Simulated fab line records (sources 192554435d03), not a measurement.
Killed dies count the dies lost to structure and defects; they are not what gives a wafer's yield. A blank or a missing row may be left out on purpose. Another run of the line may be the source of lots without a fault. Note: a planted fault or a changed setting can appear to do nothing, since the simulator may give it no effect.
8D (eight disciplines) problem report, filled in by code | flow n5_finfet | the parts of the form that need people (team, actions taken, sign-off) are left out

1. WHAT IS WRONG
HMC_CMP_THK at N5_PMOS_HMC_CHANNEL_EPI_THK_MEAS_22 reads a mean of 42.5 nm on 1 wafer of 1 lot; wafers without a fault read 54.0 nm with a standard deviation of 1.2. That is -9.6 standard deviations from the usual mean.
The first sign was on wafer L423.5 at day 5 19:49, on film_metro-01. The record has a number at this step for 27 wafers belonging to 9 lots. By rule, "out" or "out of limits" means more than 4 standard deviations away from the usual mean. The rest of the wafers with a number are treated as sound.

2. WHAT IT IS; WHAT IT IS NOT
question                    | is               | is not
which readings at this step | HMC_CMP_THK      | -
which lots                  | L423             | L409, L411, L418, L419, L420, L422, L424, L426
which wafers of those lots  | L423.5           | L423.4, L423.6
read on which gauges        | film_metro-01    | film_metro-02
when                        | from day 5 19:49 | up to then (20 sound wafers); but 6 sound wafers of L424, L426 came after

3. SUSPECTS, AND WHAT RULES EACH OUT
Counting: any tool at a process step up to the reading remains a suspect provided it ran every lot that is out. Sound lots after the first of them don't rule it out here, since some wafers of a struck lot are sound.
- ruled out: the gauge at N5_PMOS_HMC_CHANNEL_EPI_THK_MEAS_22. All the wafers that are out were read on film_metro-01, but those of them that N5_PMOS_HMC_CHANNEL_EPI_FIN_RECESS_16 has rows for are out there too, on other tools.
- rie_diel-01 at N5_WELL_APT_DESCUM_30 (chemistry O2, time 7.9 s): kept. It ran the lot that is out, L423 (day 5 14:53); its last sound lot up to then is L422 (day 5 09:46).
- rie_si-03 at N5_PMOS_HMC_CHANNEL_EPI_FIN_RECESS_16 (chemistry HBr/Cl2, target Si, target depth 54 nm, time 18 s): kept. It ran the lot that is out, L423 (day 5 18:00); its last sound lot up to then is L422 (day 5 12:45). Its own readings are out on those wafers: oes_product_au.
- In rie_si-03 at N5_PMOS_HMC_CHANNEL_EPI_FIN_RECESS_16, the wafers that are out were processed in chamber 0 and their sound lot-mates in chambers 1, 3.
Left after counting: rie_diel-01 at N5_WELL_APT_DESCUM_30, rie_si-03 at N5_PMOS_HMC_CHANNEL_EPI_FIN_RECESS_16.

4. THE CAUSE (what the simulator had put in)
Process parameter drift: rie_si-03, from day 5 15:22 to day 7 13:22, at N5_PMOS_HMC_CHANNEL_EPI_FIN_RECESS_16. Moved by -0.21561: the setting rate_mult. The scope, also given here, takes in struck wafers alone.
Counting leaves 2 suspects; this tool is one of them.

5. THE CHAIN OF EFFECTS, in route order
One row per reading whose mean, taken over the struck wafers that have a number, lies over 3 standard deviations from the usual. Scope: only readings with a usual standard deviation given in the record; hours: median across lots of the time from each lot's start at the first step in this table that gives one to its start at this step; sigmas: change in usual standard deviations.
hours | step                                  | reading            | usual      | on struck wafers | change | sigmas
0     | N5_PMOS_HMC_CHANNEL_EPI_FIN_RECESS_16 | oes_product_au     | 0.996 a.u. | 0.885            | -0.111 | -5.5
2     | N5_PMOS_HMC_CHANNEL_EPI_THK_MEAS_22   | HMC_CMP_THK        | 54.0 nm    | 42.5             | -11.5  | -9.6
145   | N5_BEOL_M4_RC_MEAS_101                | ION_P              | 467 uA/um  | 428              | -39    | -3.5
255   | N5_PASSIVATION_PROBE_49               | killed_at_contacts | 12         | 31               | +19    | +3.2
255   | N5_PASSIVATION_PROBE_49               | sort_bin_8_speed   | 0.0 %      | 50.6             | +50.6  | +99 or more
255   | N5_PASSIVATION_PROBE_49               | sort_n_pass        | 1078       | 474              | -604   | -30
255   | N5_PASSIVATION_PROBE_49               | sort_yield_pct     | 91.3 %     | 40.2             | -51.1  | -30
Here are the process steps it includes:
- N5_PMOS_HMC_CHANNEL_EPI_FIN_RECESS_16: chemistry HBr/Cl2, target Si, target depth 54 nm, time 18 s.
- N5_PASSIVATION_PROBE_49

6. WHAT WOULD HAVE CAUGHT IT SOONER
Counted from the fault's start at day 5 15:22, it took 4 hours until the first out-of-limits reading at a measuring or inspecting step in this record, taken at day 5 19:49.
The tool's own readings at N5_PMOS_HMC_CHANNEL_EPI_FIN_RECESS_16 were out on every struck wafer that the step has a row for (oes_product_au): an alarm limit on them would have fired on the first of those.
By day 5 19:49 the whole set of lots that are out, 1 in number, had already begun N5_PMOS_HMC_CHANNEL_EPI_FIN_RECESS_16 on rie_si-03. Tool hold at that time: it would have spared none of them.
